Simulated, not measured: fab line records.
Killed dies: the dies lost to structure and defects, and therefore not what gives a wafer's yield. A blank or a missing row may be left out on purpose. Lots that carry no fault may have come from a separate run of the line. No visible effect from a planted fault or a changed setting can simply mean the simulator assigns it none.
A lot that was struck, set against a sound lot || flow nand_harc || 14 steps out of a route of 1302
Sound: these wafers, L142.1, L142.4, L142.5. Wafers struck: L153.2, L153.5, L153.6. Last of all comes the cause.
Order at every step that has rows: each side's tool, ch and its chambers, its first start. Under that, the readings that differ: sound wafers || struck wafers || difference of the means || sigmas: that difference in standard deviations of wafers without a fault.
alike: a reading whose means differ by less than 2 such deviations, as well as words and numbers matching on both sides. not compared: withheld readings; readings where some wafer has no value; bounds like >300 that might hide an equal value; numbers whose values overlap and for which the record gives no deviation.
The two part at a step that has a row with sigmas, a row that says differs or no value, or rows on one side only. Numbers that don't overlap but have no deviation are shown without sigmas and don't part them. A reading that every wafer of one side lacks parts them only if that side has two wafers or more.

first, 1 step without rows for these wafers: NHARC_A_STAIRCASE_HARDBAKE_311 (time 140 s).
NHARC_A_STAIRCASE_DESCUM_312: chemistry O2, time 3 s.
  sound on rie_diel-09 ch 0,2,3, day 21 11:05; struck on rie_diel-09 ch 1,2,3, day 26 01:07
  alike: drypump_motor_current_A, oes_product_au, rf_vpp_V, showerhead_plenum_p_Torr, throttle_valve_pct
  not compared: rf_hours_counter_h
then, 1 step without rows for these wafers: NHARC_A_STAIRCASE_ETCH_313 (etches the open film in CF4/CHF3).
NHARC_A_STAIRCASE_HM_OPEN_463: chemistry O2/COS.
  sound: rie_diel-09 ch 1,2; struck: rie_diel-09 ch 1,2
  alike: drypump_motor_current_A, oes_product_au, rf_vpp_V, showerhead_plenum_p_Torr, throttle_valve_pct
  not compared: rf_hours_counter_h
then, 1 step without rows for these wafers: NHARC_A_STAIRCASE_STRIP_464 (strips in O2/COS).
NHARC_A_STAIRCASE_ETCH_453: etches the open film in CF4/O2, target depth 30 nm, overetch 3 nm, time 16.5 s.
  sound: rie_diel-09 ch 0,2; struck: rie_diel-09 ch 0,2,3
  alike: drypump_motor_current_A, oes_o_777_au, oes_product_au, rf_vpp_V, showerhead_plenum_p_Torr, throttle_valve_pct
  not compared: rf_hours_counter_h
NHARC_A_STAIRCASE_ETCH_315: etches the open film in C4F8/O2/Ar, target depth 2500 nm, time 607.1 s.
  sound: rie_diel-09 ch 1,2; struck: rie_diel-09 ch 0,1
  alike: oes_product_au, rf_vpp_V
  not compared: rf_hours_counter_h
NHARC_A_STAIRCASE_STRIP_316: strips in O2.
  sound: rie_diel-09 ch 0,2,3; struck: rie_diel-09 ch 0,1
  alike: drypump_motor_current_A, oes_product_au, rf_vpp_V, showerhead_plenum_p_Torr, throttle_valve_pct
  not compared: rf_hours_counter_h
then, 3 steps without rows for these wafers: NHARC_A_STAIRCASE_STRIP_317 (strips in SPM, time 900 s); NHARC_A_STAIRCASE_PRECLEAN_318 (cleans in SC1); NHARC_A_STAIRCASE_SRD_329.
NHARC_A_STAIRCASE_ALD_415: deposits SiO2, target thk 30 nm, pulse time 6 s, ald cycles 300.
  sound on ald_hk-02 ch 0,1,3, day 21 13:10; struck on ald_hk-03 ch 1,2,3, day 26 03:54
  no value came back on the struck wafers for any of 5 readings (ald_cycles, heater_power_outer_w (W) and others); on the sound wafers ald_cycles reads 300 300 300
then, 1 step without rows for these wafers: NHARC_A_STAIRCASE_ETCHBACK_416 (etches the open film in C4F8/O2/Ar, target depth 36 nm, time 7.2 s).
-- record jumps: 7 days between struck wafers' starts before vs after; left off in module A_STAIRCASE, resumes in module END, first step shown is number 1302 of the route --
NHARC_END_SORT_01:
  at this point the record logs the struck wafers (prober-01 ch 0, day 33 13:47) and has no rows for the sound ones

## WHERE THEY PART
At NHARC_A_STAIRCASE_ALD_415 first; at NHARC_END_SORT_01 last (within this record only).

WHY: what had been put in by the simulator
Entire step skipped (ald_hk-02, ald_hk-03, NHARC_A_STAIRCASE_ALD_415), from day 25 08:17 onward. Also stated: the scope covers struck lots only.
